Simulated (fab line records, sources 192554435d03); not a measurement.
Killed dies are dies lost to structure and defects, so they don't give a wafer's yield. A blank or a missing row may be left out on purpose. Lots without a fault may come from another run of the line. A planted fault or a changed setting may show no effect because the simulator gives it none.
Which tool did it? | flow n5_finfet | 12 lots, 36 wafers sampled, at 4 steps of a route of 1938

WHAT THE GAUGES READ, wafer by wafer
N5_BEOL_M4_OVL_MEAS_12.
lot  | measured     | on         | M4_OVL (nm)
L075 | day 7 14:29  | overlay-01 | -1.4 -1.0 0.0
L077 | day 7 23:59  | overlay-01 | 0.5 0.0 0.2
L079 | day 8 10:02  | overlay-01 | -0.4 0.1 -0.3
L081 | day 9 07:12  | overlay-01 | -0.7 0.5 -0.9
L083 | day 10 08:11 | overlay-01 | 1.2 1.2 1.7
L085 | day 10 16:07 | overlay-02 | 0.6 0.7 -0.6
L088 | day 10 21:02 | overlay-02 | -0.2 0.5 0.7
L089 | day 11 04:12 | overlay-01 | 0.9 0.0 0.5
L091 | day 12 05:23 | overlay-02 | 0.2 0.0 -0.3
L094 | day 12 11:44 | overlay-02 | 0.1 -1.1 -0.2
L095 | day 13 02:07 | overlay-02 | 0.7 0.1 -0.3
L097 | day 13 06:13 | overlay-01 | -0.9 -1.9 -0.7

WHICH TOOL RAN EACH LOT (tool, then ch and the chambers of the sampled wafers, then the start)
lot  | N5_BEOL_M3_ANNEAL_82         | N5_BEOL_M3_CO_CAP_55             | N5_BEOL_M4_ILD_DEP_00
L075 | pvd_sputter-03, day 7 10:54  | cvd_co-01 ch 1,2, day 7 13:00    | pecvd-01 ch 0,2, day 7 13:15
L077 | pvd_sputter-02, day 7 19:43  | cvd_co-01 ch 0,1, day 7 21:50    | pecvd-03 ch 1,2, day 7 22:05
L079 | pvd_sputter-03, day 8 05:05  | cvd_co-01 ch 0,2, day 8 07:25    | pecvd-01 ch 0,1,2, day 8 07:40
L081 | pvd_sputter-02, day 9 03:31  | cvd_co-01 ch 0,1,2, day 9 05:38  | pecvd-01 ch 0,1,2, day 9 05:53
L083 | pvd_sputter-03, day 10 03:57 | cvd_co-01 ch 0,1,2, day 10 06:04 | pecvd-02 ch 0,1,2, day 10 06:19
L085 | pvd_sputter-03, day 10 11:26 | cvd_co-02 ch 0,1, day 10 13:55   | pecvd-01 ch 0,1, day 10 14:10
L088 | pvd_sputter-01, day 10 17:22 | cvd_co-01 ch 0,1, day 10 19:28   | pecvd-01 ch 0,1,2, day 10 19:43
L089 | pvd_sputter-02, day 10 23:51 | cvd_co-01 ch 1,2, day 11 01:58   | pecvd-01 ch 0,1,2, day 11 02:13
L091 | pvd_sputter-01, day 12 01:50 | cvd_co-01 ch 1,2, day 12 03:57   | pecvd-01 ch 0,1,2, day 12 04:13
L094 | pvd_sputter-02, day 12 07:44 | cvd_co-01 ch 0,1, day 12 09:52   | pecvd-02 ch 0,1, day 12 10:06
L095 | pvd_sputter-02, day 12 22:10 | cvd_co-02 ch 0,1, day 13 00:16   | pecvd-01 ch 0,1, day 13 00:31
L097 | pvd_sputter-02, day 13 02:50 | cvd_co-02 ch 1,2, day 13 04:57   | pecvd-01 ch 0,2, day 13 05:11
- N5_BEOL_M3_ANNEAL_82: time 240 s.
- N5_BEOL_M3_CO_CAP_55: material Co, precursor CCTBA/H2, target thk 2 nm, time 102.1 s.
- N5_BEOL_M4_ILD_DEP_00: deposits SiOC from DEMS/O2, target thk 79 nm, time 15.3 s.

THE ANSWER, worked out from the rows above alone
Rule: what is usual is taken from the lots themselves. Put in order of their means at a reading, lots are off if they are a third of the lots or fewer, leave a main group of 4 or more, and stand apart from it by a gap of 3 or more times the standard deviation of the main group's means; of several such gaps the widest counts. A main group whose means are all the same, to the digits that the tables above print for the reading, isn't used. A lot without any number at a reading at which 4 lots or more have one is off too. The other lots that the step has rows for count as sound.
No lot is off at any reading shown: from this, nothing can be told.

WHAT THE SIMULATOR HAD PUT IN
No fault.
